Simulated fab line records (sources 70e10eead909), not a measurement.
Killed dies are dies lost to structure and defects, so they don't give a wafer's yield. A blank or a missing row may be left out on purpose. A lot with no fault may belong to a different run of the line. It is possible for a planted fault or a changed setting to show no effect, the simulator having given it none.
Chamber matching | flow nand_harc | 4 sister chambers for NHARC_A_STAIRCASE_TRIM_20 on rie_diel-08
The step chemistry O2, time 211.2 s. 7 wafers are shown with their chamber, then 7 later ones without.

## WAFERS WITH THEIR CHAMBER
wafer  | chamber | throttle_valve_pct (%) | rf_vpp_V (V)
L927.1 | 0       | 17.041                 | 57.2
L927.2 | 3       | 17.022                 | 58.5
L929.1 | 2       | 17.042                 | 57.7
L929.5 | 1       | 17.036                 | 58.0
L929.6 | 0       | 17.045                 | 57.3
L931.2 | 2       | 17.049                 | 58.1
L931.3 | 1       | 17.040                 | 58.4

## WAFERS WHOSE CHAMBER IS MISSING
wafer  | throttle_valve_pct (%) | rf_vpp_V (V)
L931.5 | 17.040                 | 56.9
L938.1 | 17.050                 | 59.1
L938.2 | 17.026                 | 57.8
L938.6 | 17.049                 | 56.9
L945.3 | 17.020                 | 57.6
L945.4 | 17.030                 | 56.7
L945.6 | 17.020                 | 57.7

## THE CHAMBER EACH PASSED THROUGH
wafer  | from the rows above     | in truth
L931.5 | 0                       | 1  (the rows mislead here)
L938.1 | can't be placed: 1 or 2 | 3
L938.2 | can't be placed: 3 or 1 | 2
L938.6 | 0                       | 0
L945.3 | can't be placed: 3 or 1 | 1
L945.4 | 0                       | 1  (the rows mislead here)
L945.6 | can't be placed: 3 or 1 | 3
Correct placement for 1 of the 7. Cannot be placed on the basis of these rows: 4; the candidates contain the true chamber in 2. Number placed wrongly: 2.
How it was worked out, from the rows above alone: a wafer's distance from a chamber is the root of the sum, over the readings, of the square of ((its reading less the chamber's mean) divided by the reading's scatter). The wafer belongs to the nearest chamber; if the next one is less than 2 further off, it can't be placed. The mean given for a chamber averages the wafers shown for that chamber. How the scatter is found: for the shown wafers, subtract from each reading the mean of its chamber, square and add these, divide the total by (wafers less chambers), then take the root.
